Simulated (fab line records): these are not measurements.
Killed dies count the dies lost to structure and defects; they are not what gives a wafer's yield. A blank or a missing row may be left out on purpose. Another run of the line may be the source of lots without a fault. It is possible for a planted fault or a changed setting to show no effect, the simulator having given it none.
Comparing a struck lot with a sound one || flow n5 finfet || 37 out of 1938 route steps
Sound: wafers L738.1, L738.3, L738.5. Wafers struck: L732.2, L732.3, L732.5. The cause is given at the end.
Order at every step that has rows: each side's tool, ch and its chambers, its first start. Under that, the readings that differ: sound wafers || struck wafers || difference of the means || sigmas: that difference in standard deviations of wafers without a fault.
alike: same words and numbers on both sides, and readings whose means sit less than 2 such deviations apart. not compared: any withheld reading, any reading some wafer has no value for, any bound like >300 that may hide the same value, and any number with overlapping values for which the record gives no deviation.
Wherever a step has rows on one side only, a row that says differs or no value, or a row with sigmas, the two part there. Non-overlapping numbers with no deviation appear without sigmas and do not part them. A reading missing from all wafers of one side parts the sides only when that side holds two or more wafers.

first, 9 steps without rows for these wafers: N5_BEOL_M3_COAT_05 (resist thk 30 nm); N5_BEOL_M3_EBR_07; N5_BEOL_M3_SOFTBAKE_06 (time 60 s); N5_BEOL_M3_EXPOSE_08 (exposes mask M3); N5_BEOL_M3_PEB_09 (peb time 60 s); N5_BEOL_M3_DEVELOP_10 (develop time 30 s); N5_BEOL_M3_DESCUM_16 (chemistry O2, time 7 s); N5_BEOL_M3_ETCH_74 (etches underlayer in N2/H2, target depth 6.5 nm, time 5.2 s); N5_BEOL_M3_ETCH_63 (etches SiARC in CF4, target depth 15.6 nm, time 26 s).
N5_BEOL_M3_ETCH_64: etches SOC in N2/H2, target depth 75 nm, overetch 15 nm, time 112.5 s.
  sound on rie diel-05 ch 0,2, day 11 06:12; struck on rie diel-03 ch 0,2,3, day 9 13:26
{"reading": "model.SiARC_of_BEOL_M3_COAT_62.thk nm (nm)", "sound": "7 6.8 6.8", "struck": "4.6 4.6 4.4", "difference": -2.3, "sigmas": ""}
{"reading": "model.BEOL_M3.cd offset nm (nm)", "sound": "0 -0.2 0", "struck": "0.6 1.2 1.2", "difference": "+1.1", "sigmas": ""}
  alike: drypump motor current A, oes product au, rf vpp V, showerhead plenum p Torr, throttle valve pct
  not compared: rf hours counter h
then, 3 steps without rows for these wafers: N5_BEOL_M3_STRIP_65 (strips in N2/H2); N5_BEOL_M3_STRIP_75 (strips in N2/H2); N5_BEOL_M3_STRIP_66 (strips in CF4).
N5_BEOL_M3_HM_OPEN_17: chemistry Cl2/BCl3, target TiN, target depth 20 nm, overetch 6 nm.
  sound on rie metal-01 ch 0, day 11 06:22; struck on rie metal-03 ch 0,1, day 9 13:35
{"reading": "drypump motor current A (A)", "sound": "6.3 6.3 6.3", "struck": "5.4 5.4 5.5", "difference": -0.9, "sigmas": -3}
{"reading": "model.BEOL_M3.cd offset nm (nm)", "sound": "0 -0.4 -0.2", "struck": "0.6 1 1", "difference": "+1.1", "sigmas": ""}
  alike: he backside leak sccm, oes product au, throttle valve pct
  not compared: rf hours counter h
then, 21 steps without rows for these wafers: N5_BEOL_M3_STRIP_19 (strips in O2); N5_BEOL_M3_COAT_67 (time 60 s, resist thk 60 nm); N5_BEOL_M3_COAT_68 (time 60 s, resist thk 12 nm); N5_BEOL_M3_COAT_76 (time 60 s, resist thk 5 nm); N5_BEOL_M3_COAT_22 (resist thk 30 nm); N5_BEOL_M3_EBR_24; N5_BEOL_M3_SOFTBAKE_23 (time 60 s); N5_BEOL_M3_EXPOSE_25 (exposes mask V2, defocus 5 nm); N5_BEOL_M3_PEB_26 (peb time 60 s); N5_BEOL_M3_DEVELOP_27 (develop time 30 s); N5_BEOL_M3_DESCUM_33 (chemistry O2, time 7 s); N5_BEOL_M3_ETCH_77 (etches underlayer in N2/H2, target depth 6.5 nm, time 5.2 s); N5_BEOL_M3_ETCH_69 (etches SiARC in CF4, target depth 15.6 nm, time 26 s); N5_BEOL_M3_ALD_98 (deposits SiO2, target thk 2.5 nm, pulse time 1 s, co reactant pulse time 1 s); N5_BEOL_M3_ETCHBACK_99 (etches SiO2 in CHF3, target depth 5 nm, time 10.4 s); N5_BEOL_M3_ETCH_70 (etches SOC in N2/H2, target depth 80 nm, overetch 16 nm, time 120 s); N5_BEOL_M3_STRIP_71 (strips in N2/H2); N5_BEOL_M3_STRIP_78 (strips in N2/H2); N5_BEOL_M3_VIA_ETCH_34 (etches the open film in C4F6/O2, target depth 69.4 nm, time 65.9 s); N5_BEOL_M3_STRIP_83 (strips in C4F6/O2); N5_BEOL_M3_STRIP_36 (strips in N2/H2).
N5_BEOL_M3_CD_MEAS_35: target cd 18 nm, target cd y 21 nm.
  struck on cd sem-03, day 9 21:53; sound on cd sem-02, day 11 10:50
{"reading": "cd nm (nm)", "sound": "17.9 17.7 18.0", "struck": "18.7 19.3 19.0", "difference": "+1.1", "sigmas": "+3"}
N5_BEOL_M4_RC_MEAS_101:
  sound on prober-01 ch 0, day 12 05:27; struck on prober-02 ch 0, day 10 18:48
{"reading": "VT_P (mV)", "sound": "-247 -246 -247", "struck": "-253 -254 -254", "difference": -7, "sigmas": -2}
  alike: DIBL_N, DIBL_P, IOFF_N, IOFF_P, ION_N, ION_P, SS_N, SS_P, VT_N

WHERE THEY PART
Earliest at N5_BEOL_M3_HM_OPEN_17; latest, in this record, at N5_BEOL_M4_RC_MEAS_101.

WHY: what had been put in by the simulator
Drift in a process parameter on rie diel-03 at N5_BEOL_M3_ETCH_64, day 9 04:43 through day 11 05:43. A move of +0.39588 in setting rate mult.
